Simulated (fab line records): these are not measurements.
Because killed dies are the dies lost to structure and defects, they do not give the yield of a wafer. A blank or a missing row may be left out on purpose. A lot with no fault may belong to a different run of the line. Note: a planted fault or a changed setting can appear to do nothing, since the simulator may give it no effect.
What tool caused it?	flow nand_harc	24 lots, 72 wafers sampled, at 6 steps of a route of 1159

== WHAT THE GAUGES READ, wafer by wafer ==
NHARC_P_STI_CD_MEAS_09: the cd target is 200 nm. Usual: cd_nm at 201.0 nm, with a standard deviation of 2.1.
lot	measured	on	cd_nm (nm)	flag
L074	day 2 13:07	cd_sem-03	201.5 201.7 201.3	
L075	day 2 19:54	cd_sem-01	199.7 197.2 198.4	
L076	day 2 19:56	cd_sem-02	202.6 203.7 200.5	
L077	day 3 04:52	cd_sem-01	201.5 201.7 201.7	
L078	day 3 10:58	cd_sem-01	202.7 204.0 202.9	
L079	day 3 18:06	cd_sem-03	202.8 203.8 202.7	
L080	day 3 23:44	cd_sem-02	198.9 198.1 199.5	
L081	day 4 04:52	cd_sem-03	203.1 203.8 204.6	
L082	day 4 11:22	cd_sem-03	198.1 200.6 199.9	
L083	day 4 18:26	cd_sem-02	200.5 199.1 200.8	
L084	day 4 23:20	cd_sem-02	198.3 198.0 197.6	
L086	day 5 07:20	cd_sem-03	197.9 201.3 201.2	
L085	day 5 07:30	cd_sem-03	196.7 199.8 199.7	
L087	day 5 18:52	cd_sem-02	201.4 199.3 202.9	
L088	day 6 00:50	cd_sem-01	201.7 202.5 202.6	
L089	day 6 05:11	cd_sem-03	201.8 205.0 199.7	
L090	day 6 10:58	cd_sem-02	202.6 205.6 204.2	
L091	day 6 16:59	cd_sem-01	203.4 200.8 200.6	
L092	day 7 01:08	cd_sem-03	204.0 204.0 204.9	
L094	day 7 07:43	cd_sem-02	202.5 200.1 199.7	
L093	day 7 07:53	cd_sem-01	201.2 203.6 206.4	
L095	day 7 20:07	cd_sem-01	200.9 195.8 198.0	
L096	day 7 20:17	cd_sem-02	198.6 198.1 199.9	
L097	day 8 04:49	cd_sem-03	202.4 202.2 198.1	

NHARC_P_STI_OVL_MEAS_10. Usual: overlay_x_nm -1 nm, standard deviation 6.2; overlay_y_nm 0 nm, standard deviation 6.5.
lot	measured	on	overlay_x_nm (nm)	overlay_y_nm (nm)	flag
L074	day 2 13:12	overlay-01	-4 -5 -4	-6 -6 -6	
L075	day 2 19:59	overlay-02	-3 -2 -3	-6 -6 -6	
L076	day 2 20:01	overlay-01	9 9 8	-4 -4 -3	
L077	day 3 04:57	overlay-01	2 2 2	2 1 2	
L078	day 3 11:04	overlay-02	0 0 1	-8 -8 -8	
L079	day 3 18:11	overlay-01	-3 -3 -4	3 2 3	
L080	day 3 23:49	overlay-01	-3 -3 -3	6 6 6	
L081	day 4 04:58	overlay-01	-4 -4 -4	1 1 2	
L082	day 4 11:28	overlay-01	3 3 3	0 0 0	
L083	day 4 18:32	overlay-02	3 3 3	9 10 10	
L084	day 4 23:26	overlay-02	-2 -2 -1	-2 -2 -3	
L086	day 5 07:26	overlay-01	-8 -8 -8	-4 -4 -4	
L085	day 5 07:35	overlay-01	-11 -10 -10	0 0 0	
L087	day 5 18:56	overlay-02	13 13 13	11 11 11	
L088	day 6 00:56	overlay-02	9 8 9	3 4 3	
L089	day 6 05:16	overlay-02	-3 -3 -4	-5 -5 -5	
L090	day 6 11:04	overlay-01	3 3 3	-6 -7 -7	
L091	day 6 17:04	overlay-02	-1 -2 -2	-3 -3 -2	
L092	day 7 01:13	overlay-01	-11 -11 -10	-15 -16 -15	
L094	day 7 07:48	overlay-02	4 3 4	8 8 8	
L093	day 7 07:58	overlay-01	-9 -9 -9	2 2 2	
L095	day 7 20:13	overlay-01	2 1 2	-7 -7 -7	
L096	day 7 20:22	overlay-02	-10 -10 -10	9 8 8	
L097	day 8 04:54	overlay-01	-7 -8 -8	8 9 9	

NHARC_P_CONTACT_CD_MEAS_12: the cd target is 90 nm. Usual: cd_nm at 89.8 nm, with a standard deviation of 0.74.
lot	measured	on	cd_nm (nm)	flag
L074	day 5 14:01	cd_sem-03	90.3 90.4 89.9	
L075	day 5 23:55	cd_sem-02	90.0 89.5 89.3	
L076	day 6 00:29	cd_sem-03	90.3 91.6 90.7	
L077	day 6 07:20	cd_sem-03	89.4 89.8 89.4	
L078	day 6 15:31	cd_sem-03	89.4 89.2 89.1	
L079	day 7 07:03	cd_sem-02	90.9 91.4 90.9	
L080	day 7 05:11	cd_sem-03	89.1 89.3 89.2	
L081	day 7 03:52	cd_sem-01	88.4 89.0 88.2	
L082	day 7 14:13	cd_sem-02	87.8 89.4 89.2	
L083	day 7 18:14	cd_sem-03	89.8 90.4 91.1	
L084	day 7 18:54	cd_sem-02	87.9 89.1 89.1	
L086	day 8 20:34	cd_sem-03	90.3 90.8 89.9	
L085	day 9 02:05	cd_sem-02	90.2 90.9 90.1	
L087	day 8 19:44	cd_sem-03	90.0 90.6 91.0	
L088	day 9 06:40	cd_sem-01	88.8 89.5 89.0	
L089	day 9 12:34	cd_sem-03	90.7 90.4 91.1	
L090	day 9 11:34	cd_sem-03	89.6 89.9 89.6	
L091	day 9 21:22	cd_sem-02	89.8 90.5 89.4	
L092	day 10 10:20	cd_sem-01	89.7 90.5 89.6	
L094	day 10 03:39	cd_sem-02	89.1 88.6 89.3	
L093	day 10 05:11	cd_sem-03	90.6 90.6 91.3	
L095	day 10 21:33	cd_sem-03	90.5 90.1 90.6	
L096	day 10 21:52	cd_sem-02	90.4 89.7 89.6	
L097	day 11 10:14	cd_sem-03	89.5 89.4 89.8	

== WHICH TOOL RAN EACH LOT (tool, then ch and the chambers of the sampled wafers, then the start) ==
lot	NHARC_P_GATE_HM_OPEN_105	NHARC_P_GATE_ETCH_114	NHARC_P_GATE_STRIP_112
L074	rie_diel-10 ch 1,3, day 5 07:49 or earlier	rie_diel-10 ch 1,3, day 5 07:49 or earlier	plasma_asher-02 ch 0,1, day 5 07:49
L075	rie_diel-10 ch 0,1,3, day 5 18:06 or earlier	rie_diel-10 ch 1,2,3, day 5 18:06 or earlier	plasma_asher-02 ch 0,1, day 5 18:06
L076	rie_diel-10 ch 0,1,2, day 5 18:19 or earlier	rie_diel-10 ch 0,1,2, day 5 18:19 or earlier	plasma_asher-01 ch 0,1, day 5 18:19
L077	rie_diel-10 ch 0,1, day 6 01:14 or earlier	rie_diel-10 ch 0,1,3, day 6 01:14 or earlier	plasma_asher-02 ch 1, day 6 01:14
L078	rie_diel-11 ch 0,3, day 6 09:47 or earlier	rie_diel-11 ch 1,2, day 6 09:47 or earlier	plasma_asher-01 ch 0,1, day 6 09:47
L079	rie_diel-11 ch 1,2,3, day 7 00:57 or earlier	rie_diel-11 ch 0,2, day 7 00:57 or earlier	plasma_asher-01 ch 0,1, day 7 00:57
L080	rie_diel-09 ch 0,1,2, day 6 22:45 or earlier	rie_diel-09 ch 0,2,3, day 6 22:45 or earlier	plasma_asher-02 ch 0,1, day 6 22:45
L081	rie_diel-10 ch 1,2, day 6 22:12 or earlier	rie_diel-10 ch 2,3, day 6 22:12 or earlier	plasma_asher-01 ch 0,1, day 6 22:12
L082	rie_diel-11 ch 0,1,3, day 7 07:56 or earlier	rie_diel-11 ch 0,1,2, day 7 07:56 or earlier	plasma_asher-01 ch 0,1, day 7 07:56
L083	rie_diel-10 ch 1,2,3, day 7 12:15 or earlier	rie_diel-10 ch 0,1,2, day 7 12:15 or earlier	plasma_asher-02 ch 0,1, day 7 12:15
L084	rie_diel-11 ch 0,2, day 7 12:46 or earlier	rie_diel-11 ch 1,2, day 7 12:46 or earlier	plasma_asher-01 ch 0,1, day 7 12:46
L086	rie_diel-09 ch 1,2,3, day 8 14:01 or earlier	rie_diel-09 ch 0,1,2, day 8 14:01 or earlier	plasma_asher-02 ch 0,1, day 8 14:01
L085	rie_diel-11 ch 0,2,3, day 8 19:53 or earlier	rie_diel-11 ch 2,3, day 8 19:53 or earlier	plasma_asher-01 ch 0,1, day 8 19:53
L087	rie_diel-10 ch 0,1,2, day 8 13:29 or earlier	rie_diel-10 ch 0,1,2, day 8 13:29 or earlier	plasma_asher-02 ch 0,1, day 8 13:29
L088	rie_diel-11 ch 0,2, day 9 00:13 or earlier	rie_diel-11 ch 0,2, day 9 00:13 or earlier	plasma_asher-02 ch 0,1, day 9 00:13
L089	rie_diel-11 ch 0,2,3, day 9 06:28 or earlier	rie_diel-11 ch 0,2,3, day 9 06:28 or earlier	plasma_asher-02 ch 0,1, day 9 06:28
L090	rie_diel-11 ch 0,2, day 9 05:46 or earlier	rie_diel-11 ch 2,3, day 9 05:46 or earlier	plasma_asher-01 ch 0,1, day 9 05:46
L091	rie_diel-09 ch 1,2, day 9 15:26 or earlier	rie_diel-09 ch 1,3, day 9 15:26 or earlier	plasma_asher-02 ch 0,1, day 9 15:26
L092	rie_diel-10 ch 0,2, day 10 04:06 or earlier	rie_diel-10 ch 1,2,3, day 10 04:06 or earlier	plasma_asher-02 ch 0,1, day 10 04:06
L094	rie_diel-09 ch 0,1,2, day 9 21:40 or earlier	rie_diel-09 ch 0,1,2, day 9 21:40 or earlier	plasma_asher-02 ch 0,1, day 9 21:40
L093	rie_diel-11 ch 2,3, day 9 22:49 or earlier	rie_diel-11 ch 0,3, day 9 22:49 or earlier	plasma_asher-01 ch 0,1, day 9 22:49
L095	rie_diel-11 ch 0,1,2, day 10 15:28 or earlier	rie_diel-11 ch 0,2, day 10 15:28 or earlier	plasma_asher-02 ch 0,1, day 10 15:28
L096	rie_diel-10 ch 0,2,3, day 10 15:58 or earlier	rie_diel-10 ch 1,2,3, day 10 15:58 or earlier	plasma_asher-02 ch 0,1, day 10 15:58
L097	rie_diel-11 ch 0,1, day 11 04:37 or earlier	rie_diel-11 ch 0,1, day 11 04:37 or earlier	plasma_asher-02 ch 0,1, day 11 04:37
- NHARC_P_GATE_HM_OPEN_105: chemistry O2/COS, target depth 360 nm.
- NHARC_P_GATE_ETCH_114: etches the open film in CF4/O2, target depth 30 nm, overetch 3 nm, time 16.5 s.
- NHARC_P_GATE_STRIP_112: strips in N2/H2, time 200 s.

== AS READ BY THE TOOLS THEMSELVES (means over the sampled wafers that have a number; for cases with no such wafer, the mark the record gives instead) ==
NHARC_P_GATE_HM_OPEN_105. Usual: chamber_pressure_mTorr 19.999 mTorr, standard deviation 0.017; drypump_motor_current_A 5.5 A, standard deviation 0.32; oes_product_au 1.001 a.u., standard deviation 0.0093; rf_vpp_V 466 V, standard deviation 3.2; showerhead_plenum_p_Torr 3.08 Torr, standard deviation 0.15; throttle_valve_pct 28.330 %, standard deviation 0.0091.
lot	tool	chamber_pressure_mTorr (mTorr)	drypump_motor_current_A (A)	oes_product_au (a.u.)	rf_vpp_V (V)	showerhead_plenum_p_Torr (Torr)	throttle_valve_pct (%)	flag
L074	rie_diel-10	20.003	5.4	1.003	469	3.23	28.335	
L075	rie_diel-10	19.998	5.4	1.001	469	3.23	28.334	
L076	rie_diel-10	19.989	5.5	1.010	466	3.14	28.325	
L077	rie_diel-10	20.001	5.4	1.003	470	3.24	28.324	
L078	rie_diel-11	20.005	5.2	1.009	467	3.14	28.324	
L079	rie_diel-11	19.992	5.6	0.998	463	2.93	28.334	
L080	rie_diel-09	19.995	5.6	0.995	466	3.06	28.332	
L081	rie_diel-10	20.000	5.5	1.006	467	3.16	28.345	
L082	rie_diel-11	20.007	5.4	0.999	465	3.03	28.332	
L083	rie_diel-10	20.015	5.5	1.004	468	3.14	28.322	
L084	rie_diel-11	19.991	5.6	0.999	466	3.04	28.330	
L086	rie_diel-09	19.996	5.6	0.992	467	3.14	28.334	
L085	rie_diel-11	19.993	5.4	1.003	465	3.03	28.335	
L087	rie_diel-10	19.984	5.5	1.010	467	3.13	28.335	
L088	rie_diel-11	19.993	5.6	0.991	465	3.04	28.327	
L089	rie_diel-11	20.003	5.4	1.000	465	3.03	28.327	
L090	rie_diel-11	20.016	5.6	0.998	465	3.04	28.331	
L091	rie_diel-09	19.993	5.5	0.994	465	3.09	28.333	
L092	rie_diel-10	19.993	5.6	1.005	465	3.02	28.323	
L094	rie_diel-09	19.994	5.6	0.992	465	3.05	28.342	
L093	rie_diel-11	19.998	5.7	1.001	463	2.93	28.330	
L095	rie_diel-11	20.014	5.6	1.003	464	3.03	28.336	
L096	rie_diel-10	20.000	5.5	1.006	467	3.10	28.329	
L097	rie_diel-11	20.002	5.4	1.001	467	3.12	28.335	

NHARC_P_GATE_ETCH_114. Usual: chamber_pressure_mTorr 30.001 mTorr, standard deviation 0.028; drypump_motor_current_A 5.5 A, standard deviation 0.33; oes_product_au 1.001 a.u., standard deviation 0.01; rf_vpp_V 197.4 V, standard deviation 1.7; showerhead_plenum_p_Torr 1.32 Torr, standard deviation 0.065; throttle_valve_pct 13.397 %, standard deviation 0.0091.
lot	tool	chamber_pressure_mTorr (mTorr)	drypump_motor_current_A (A)	oes_product_au (a.u.)	rf_vpp_V (V)	showerhead_plenum_p_Torr (Torr)	throttle_valve_pct (%)	flag
L074	rie_diel-10	30.016	5.4	1.006	199.1	1.38	13.393	
L075	rie_diel-10	29.988	5.5	1.009	197.5	1.34	13.401	
L076	rie_diel-10	30.011	5.5	1.009	198.6	1.34	13.404	
L077	rie_diel-10	30.012	5.4	1.005	198.5	1.38	13.402	
L078	rie_diel-11	30.036	5.8	0.995	195.6	1.25	13.396	
L079	rie_diel-11	29.988	5.4	0.996	198.5	1.35	13.395	
L080	rie_diel-09	30.019	5.7	0.996	198.1	1.33	13.393	
L081	rie_diel-10	29.981	5.6	1.009	197.5	1.30	13.397	
L082	rie_diel-11	30.005	5.6	1.000	196.7	1.30	13.391	
L083	rie_diel-10	29.969	5.4	1.011	198.1	1.34	13.393	
L084	rie_diel-11	29.994	5.8	0.987	195.8	1.25	13.396	
L086	rie_diel-09	30.022	5.6	1.003	196.8	1.31	13.394	
L085	rie_diel-11	30.012	5.4	1.006	196.1	1.25	13.392	
L087	rie_diel-10	29.979	5.4	1.014	198.3	1.34	13.400	
L088	rie_diel-11	29.981	5.4	0.996	197.9	1.34	13.395	
L089	rie_diel-11	30.027	5.4	0.991	197.0	1.29	13.406	
L090	rie_diel-11	29.979	5.4	1.004	195.0	1.25	13.398	
L091	rie_diel-09	30.019	5.3	0.988	197.1	1.33	13.403	
L092	rie_diel-10	29.982	5.5	0.997	198.1	1.34	13.398	
L094	rie_diel-09	30.035	5.6	0.988	196.6	1.30	13.399	
L093	rie_diel-11	30.012	5.2	1.001	196.9	1.30	13.394	
L095	rie_diel-11	30.001	5.7	1.001	196.3	1.29	13.389	
L096	rie_diel-10	29.966	5.5	1.004	196.8	1.34	13.389	
L097	rie_diel-11	30.017	5.5	0.988	197.6	1.29	13.400	

NHARC_P_GATE_STRIP_112. Usual: drypump_motor_current_A 5.8 A, standard deviation 0.67; heater_power_w 88 W, standard deviation 8.6; rf_refl_power_W 22 W, standard deviation 6.8.
lot	tool	drypump_motor_current_A (A)	heater_power_w (W)	rf_refl_power_W (W)	flag
L074	plasma_asher-02	5.5	82	24	
L075	plasma_asher-02	6.1	87	28	
L076	plasma_asher-01	5.9	93	16	
L077	plasma_asher-02	4.9	79	20	
L078	plasma_asher-01	5.7	97	15	
L079	plasma_asher-01	5.7	99	15	
L080	plasma_asher-02	6.1	86	29	
L081	plasma_asher-01	5.7	98	16	
L082	plasma_asher-01	5.8	92	17	
L083	plasma_asher-02	5.5	84	24	
L084	plasma_asher-01	5.7	97	15	
L086	plasma_asher-02	6.1	86	28	
L085	plasma_asher-01	5.7	98	15	
L087	plasma_asher-02	6.0	87	29	
L088	plasma_asher-02	5.5	82	24	
L089	plasma_asher-02	5.5	81	24	
L090	plasma_asher-01	5.7	99	15	
L091	plasma_asher-02	6.1	84	28	
L092	plasma_asher-02	6.1	83	28	
L094	plasma_asher-02	6.1	84	28	
L093	plasma_asher-01	5.9	92	17	
L095	plasma_asher-02	6.1	83	27	
L096	plasma_asher-02	5.5	82	24	
L097	plasma_asher-02	6.1	84	28	

== THE ANSWER, worked out from the rows above alone ==
Rule: lot off if the mean of its wafers having a number is beyond 3 standard deviations from the usual mean. Also off: a lot with no number at a reading for which 4 or more lots have one. Any other lot the step has rows for is counted as sound. The gauges are gone through in route order, then the tools' own readings, and for those a lot's mean is taken as printed above. The first step at which some lot is off is used, and at that step the reading that is off furthest; a lot without a number counts as furthest.
None of the lots is off at any reading shown; this tells nothing.

== WHAT THE SIMULATOR PUT IN ==
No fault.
